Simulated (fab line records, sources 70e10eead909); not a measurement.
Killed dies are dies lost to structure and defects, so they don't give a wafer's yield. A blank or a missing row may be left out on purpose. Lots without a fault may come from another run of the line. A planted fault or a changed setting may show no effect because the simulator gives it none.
Which tool did it? | flow nand_harc | 12 lots, 36 wafers sampled, at 6 steps of a route of 1302

WHAT THE GAUGES READ, wafer by wafer
NHARC_P_GATE_CD_MEAS_91: target cd 2000 nm. Usual: cd_nm 1999.8 nm, standard deviation 1.1.
lot  | measured     | on        | cd_nm (nm)                                | flag
L496 | day 6 03:17  | cd_sem-01 | 1999.3 1999.6 1997.4                      |
L497 | day 6 10:22  | cd_sem-01 | 1999.0 2000.7 2000.0                      |
L498 | day 7 00:21  | cd_sem-02 | 1999.2 1998.2 1999.5                      |
L499 | day 7 12:25  | cd_sem-03 | 1999.4 2000.1 1999.2                      |
L501 | day 8 08:31  | cd_sem-01 | 1998.5 1998.8 1999.6                      |
L502 | day 8 21:34  | cd_sem-01 | 2001.6 1998.7 1999.8                      |
L503 | day 9 05:13  | cd_sem-02 | 2001.0 1998.9 1999.6                      |
L506 | day 10 09:05 | cd_sem-03 | 1997.4 1998.0 1998.5                      |
L507 | day 10 22:46 | cd_sem-02 | 1999.5 1999.3 1999.0                      |
L511 | day 12 02:49 | cd_sem-03 | 1977.6 1976.0 1979.0 1977.6 1975.7 1979.0 | OFF
L512 | day 12 14:32 | cd_sem-02 | 2001.5 2001.7 2000.4                      |
L518 | day 15 05:32 | cd_sem-03 | 1999.0 1999.7 1999.5                      |

NHARC_END_SORT_01. Usual: killed_at_array 55, standard deviation 17; killed_at_other 1.1, standard deviation 1.4; killed_at_periphery 3.9, standard deviation 3; killed_dies 59, standard deviation 17; killed_open 3.5, standard deviation 2; killed_short 2.6, standard deviation 1.6.
lot  | measured     | on        | killed_at_array | killed_at_other | killed_at_periphery | killed_dies | killed_open | killed_short | flag
L511 | day 30 23:14 | prober-02 | 59 70 60        | 0 1 0           | 2 4 5               | 61 75 65    | 5 10 5      | 5 4 6        |

WHICH TOOL RAN EACH LOT (tool, then ch and the chambers of the sampled wafers, then the start)
lot  | NHARC_P_GATE_DESCUM_31             | NHARC_P_GATE_ETCH_104              | NHARC_P_GATE_EXPOSE_88            | NHARC_P_CONTACT_DEP_00
L496 | rie_diel-06 ch 0,2,3, day 5 09:53  | rie_diel-06 ch 2,3, day 5 09:58    | krf_scanner-01 ch 0, day 6 03:08  | pecvd-04 ch 0,1,2, no start
L497 | rie_diel-07 ch 0,1,3, day 5 19:08  | rie_diel-07 ch 1,2, day 5 19:13    | krf_scanner-02 ch 0, day 6 10:13  | pecvd-03 ch 0,2, no start
L498 | rie_diel-09 ch 1,2,3, day 6 09:06  | rie_diel-09 ch 0,1, day 6 09:11    | krf_scanner-03 ch 0, day 7 00:11  | pecvd-04 ch 0,2, no start
L499 | rie_diel-06 ch 1,2,3, day 6 20:44  | rie_diel-06 ch 0,1, day 6 20:48    | krf_scanner-03 ch 0, day 7 12:16  | pecvd-04 ch 0,1, no start
L501 | rie_diel-07 ch 0,1,2, day 7 14:36  | rie_diel-07 ch 0,1,2, day 7 14:41  | krf_scanner-01 ch 0, day 8 08:21  | pecvd-01 ch 0,1,2, no start
L502 | rie_diel-09 ch 0,1,2, day 8 06:20  | rie_diel-09 ch 0,1,2, day 8 06:25  | krf_scanner-02 ch 0, day 8 21:25  | pecvd-04 ch 1,2, no start
L503 | rie_diel-07 ch 0,1, day 8 14:02    | rie_diel-07 ch 0,2, day 8 14:07    | krf_scanner-03 ch 0, day 9 05:04  | pecvd-04 ch 0,2, no start
L506 | rie_diel-06 ch 0,2,3, day 9 17:43  | rie_diel-06 ch 1,2, day 9 17:47    | krf_scanner-03 ch 0, day 10 08:55 | pecvd-04 ch 0,2, no start
L507 | rie_diel-06 ch 1,2,3, day 10 07:32 | rie_diel-06 ch 0,2,3, day 10 07:36 | krf_scanner-02 ch 0, day 10 22:37 | pecvd-01 ch 0,1,2, no start
L511 | rie_diel-09 ch 0,1,2, day 11 11:35 | rie_diel-09 ch 1,2, day 11 11:40   | krf_scanner-01 ch 0, day 12 02:39 | pecvd-03 ch 1,2, day 30 23:14 or earlier
L512 | rie_diel-09 ch 2,3, day 11 23:19   | rie_diel-09 ch 1,3, day 11 23:23   | krf_scanner-01 ch 0, day 12 14:23 | pecvd-01 ch 0,1, no start
L518 | rie_diel-07 ch 0,1,3, day 14 14:04 | rie_diel-07 ch 0,1,2, day 14 14:08 | krf_scanner-03 ch 0, day 15 05:22 | pecvd-01 ch 0,1, no start
- NHARC_P_GATE_DESCUM_31: chemistry O2, time 3 s.
- NHARC_P_GATE_ETCH_104: etches the open film in CF4/CHF3, target depth 60 nm.
- NHARC_P_GATE_EXPOSE_88: exposes mask P HVN, target cd 2000 nm.
- NHARC_P_CONTACT_DEP_00: deposits SiO2, target thk 500 nm.

WHAT THE TOOLS THEMSELVES READ (means of the sampled wafers that have a number; where no wafer has one, the mark that the record gives instead)
NHARC_P_GATE_DESCUM_31. Usual: drypump_motor_current_A 5.5 A, standard deviation 0.32; oes_product_au 1.002 a.u., standard deviation 0.0068; rf_vpp_V 57.8 V, standard deviation 0.8; showerhead_plenum_p_Torr 1.92 Torr, standard deviation 0.076; throttle_valve_pct 11.312 %, standard deviation 0.0089.
lot  | tool        | drypump_motor_current_A (A) | oes_product_au (a.u.) | rf_vpp_V (V) | showerhead_plenum_p_Torr (Torr) | throttle_valve_pct (%) | flag
L496 | rie_diel-06 | 5.5                         | 1.003                 | 58.3         | 1.95                            | 11.305                 |
L497 | rie_diel-07 | 5.8                         | 1.011                 | 57.4         | 1.97                            | 11.318                 |
L498 | rie_diel-09 | 5.3                         | 0.999                 | 57.7         | 1.89                            | 11.311                 |
L499 | rie_diel-06 | 5.4                         | 0.994                 | 58.2         | 1.91                            | 11.312                 |
L501 | rie_diel-07 | 5.6                         | 1.007                 | 57.9         | 1.92                            | 11.323                 |
L502 | rie_diel-09 | 5.2                         | 1.004                 | 58.3         | 1.96                            | 11.318                 |
L503 | rie_diel-07 | 5.8                         | 0.996                 | 58.6         | 1.99                            | 11.310                 |
L506 | rie_diel-06 | 5.4                         | 1.004                 | 57.6         | 1.95                            | 11.314                 |
L507 | rie_diel-06 | 5.4                         | 0.996                 | 57.1         | 1.91                            | 11.316                 |
L511 | rie_diel-09 | 5.2                         | 1.005                 | 57.5         | 1.95                            | 11.300                 |
L512 | rie_diel-09 | 5.5                         | 1.003                 | 57.7         | 1.87                            | 11.321                 |
L518 | rie_diel-07 | 5.8                         | 1.002                 | 58.0         | 1.97                            | 11.311                 |

NHARC_P_GATE_ETCH_104. Usual: drypump_motor_current_A 5.5 A, standard deviation 0.32; oes_product_au 0.952 a.u., standard deviation 0.022; rf_vpp_V 370.8 V, standard deviation 2.2; showerhead_plenum_p_Torr 1.58 Torr, standard deviation 0.061; throttle_valve_pct 16.804 %, standard deviation 0.0097.
lot  | tool        | drypump_motor_current_A (A) | oes_product_au (a.u.) | rf_vpp_V (V) | showerhead_plenum_p_Torr (Torr) | throttle_valve_pct (%) | flag
L496 | rie_diel-06 | 5.6                         | 0.951                 | 372.2        | 1.62                            | 16.804                 |
L497 | rie_diel-07 | 5.5                         | 0.983                 | 371.1        | 1.59                            | 16.805                 |
L498 | rie_diel-09 | 5.3                         | 0.958                 | 373.1        | 1.63                            | 16.803                 |
L499 | rie_diel-06 | 5.1                         | 0.975                 | 369.4        | 1.54                            | 16.798                 |
L501 | rie_diel-07 | 5.6                         | 0.929                 | 371.3        | 1.58                            | 16.801                 |
L502 | rie_diel-09 | 5.2                         | 0.920                 | 371.6        | 1.61                            | 16.805                 |
L503 | rie_diel-07 | 5.6                         | 0.966                 | 370.5        | 1.58                            | 16.810                 |
L506 | rie_diel-06 | 5.4                         | 0.966                 | 369.9        | 1.53                            | 16.805                 |
L507 | rie_diel-06 | 5.4                         | 0.958                 | 371.5        | 1.60                            | 16.800                 |
L511 | rie_diel-09 | 5.0                         | 0.929                 | 372.0        | 1.60                            | 16.804                 |
L512 | rie_diel-09 | 5.5                         | 0.919                 | 368.3        | 1.53                            | 16.798                 |
L518 | rie_diel-07 | 5.6                         | 0.978                 | 370.3        | 1.58                            | 16.800                 |

NHARC_P_CONTACT_DEP_00. Usual: heater_power_w 555 W, standard deviation 92; throttle_valve_pct 15.8 %, standard deviation 0.43.
lot  | tool     | heater_power_w (W) | throttle_valve_pct (%) | flag
L496 | pecvd-04 | 468                | 15.8                   |
L497 | pecvd-03 | 538                | 16.0                   |
L498 | pecvd-04 | 566                | 15.8                   |
L499 | pecvd-04 | 492                | 16.0                   |
L501 | pecvd-01 | 599                | 15.7                   |
L502 | pecvd-04 | 573                | 15.9                   |
L503 | pecvd-04 | 571                | 16.0                   |
L506 | pecvd-04 | 609                | 16.0                   |
L507 | pecvd-01 | 641                | 15.7                   |
L511 | pecvd-03 | 464                | 15.9                   |
L512 | pecvd-01 | 551                | 16.5                   |
L518 | pecvd-01 | 579                | 16.3                   |

THE ANSWER, worked out from the rows above alone
Rule: a lot is off if the mean of its wafers that have a number lies more than 3 standard deviations from the usual mean. A lot without any number at a reading at which 4 lots or more have one is off too. The other lots that the step has rows for count as sound. The gauges are gone through in route order, then the tools' own readings, and for those a lot's mean is taken as printed above. The first step at which some lot is off is used, and at that step the reading that is off furthest; a lot without a number counts as furthest.
Off: L511, at NHARC_P_GATE_CD_MEAS_91 (cd_nm).
A tool fits if, at a process step before that reading, it ran every lot that is off, and no sound lot after the first of them. The gauges at NHARC_P_GATE_CD_MEAS_91 are tried like those tools. None of those tried fits.

WHAT THE SIMULATOR HAD PUT IN
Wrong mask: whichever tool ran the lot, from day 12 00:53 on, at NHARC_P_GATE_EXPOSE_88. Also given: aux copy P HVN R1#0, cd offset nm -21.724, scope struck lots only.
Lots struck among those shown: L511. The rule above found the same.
